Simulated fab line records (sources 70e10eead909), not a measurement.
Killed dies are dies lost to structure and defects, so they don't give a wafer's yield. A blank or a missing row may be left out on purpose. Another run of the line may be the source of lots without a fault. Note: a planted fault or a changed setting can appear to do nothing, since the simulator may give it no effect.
8D (eight disciplines) problem report, filled in by code -- flow nand harc -- the parts of the form that need people (team, actions taken, sign-off) are left out

## 1. THE PROBLEM
thk nm at NHARC_A_ONON_D1_THK_MEAS_21 reads a mean of 1488 nm on 2 wafers of 2 lots; wafers without a fault read 1000 nm with a standard deviation of 9.8. Relative to the usual mean, that is a shift of +50 standard deviations.
The step: measures by ellipsometry.
First seen on wafer L963.3, day 12 15:12, on film metro-02. At this step, 38 wafers from 14 lots have a number in the record. The rule behind "out" and "out of limits": a value lying over 4 standard deviations away from the usual mean. The other wafers with a number count as sound.

## 2. WHAT THIS IS AND IS NOT
question,is,is not
which readings at this step,thk nm,-
which lots,"L963, L964","L954, L966, L967, L968, L969, L970, L971, L972, L973, L974, L975, L976"
which wafers of those lots,all that have a number,-
read on which gauges,"film metro-01, film metro-02",-
when,from day 12 15:12,"up to then (3 sound wafers); but 33 sound wafers of L966, L967, L968, L969, L970, L971, L972, L973, L974, L975, L976 came after"

## 3. THE SUSPECTS, EACH WITH WHAT RULES IT OUT
Counting: any tool at a process step up to the reading is kept as a suspect provided that every lot that is out went through it and no sound lot did after the first of them.
- ruled out: the gauge at NHARC_A_ONON_D1_THK_MEAS_21. The wafers that are out were read on 2 gauges (film metro-01, film metro-02).
- pecvd onon-04 at NHARC_A_ONON_D1_DEP_19 (target thk 1000 nm): ruled out as a lasting fault. Following L963 (day 12 14:48), the first lot on it that is out, the sound lots L974, L975, L976 were run on it.
Left after counting: nothing in the record.

## 4. THE CAUSE (what the simulator had put in)
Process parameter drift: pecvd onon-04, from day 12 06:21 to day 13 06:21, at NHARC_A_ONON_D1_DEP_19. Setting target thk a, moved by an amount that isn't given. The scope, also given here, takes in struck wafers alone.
It was ruled out by counting, in error; the rule expects a fault to strike all lots run on its tool from its start on, and this fault did not.

## 5. THE EFFECT CHAIN, in route order
One row per reading whose mean, taken over the struck wafers that have a number, lies over 3 standard deviations from the usual. Only readings for which the record gives a usual standard deviation are gone through. hours: the time from each lot's start at the first step in this table that gives one to its start at this step, as a median over the lots. sigmas: the change in usual standard deviations.
hours,step,reading,usual,on struck wafers,change,sigmas
0,NHARC_A_ONON_D1_THK_MEAS_21,thk nm,1000 nm,1488,+488,+50
385,NHARC_END_SORT_01,killed at array,53,673,+620,+34
385,NHARC_END_SORT_01,killed dies,58,677,+619,+34

## 6. WHAT WOULD HAVE CAUGHT IT SOONER
Counted from the fault's start at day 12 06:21, it took 9 hours until the first out-of-limits reading at a measuring or inspecting step in this record, taken at day 12 15:12.
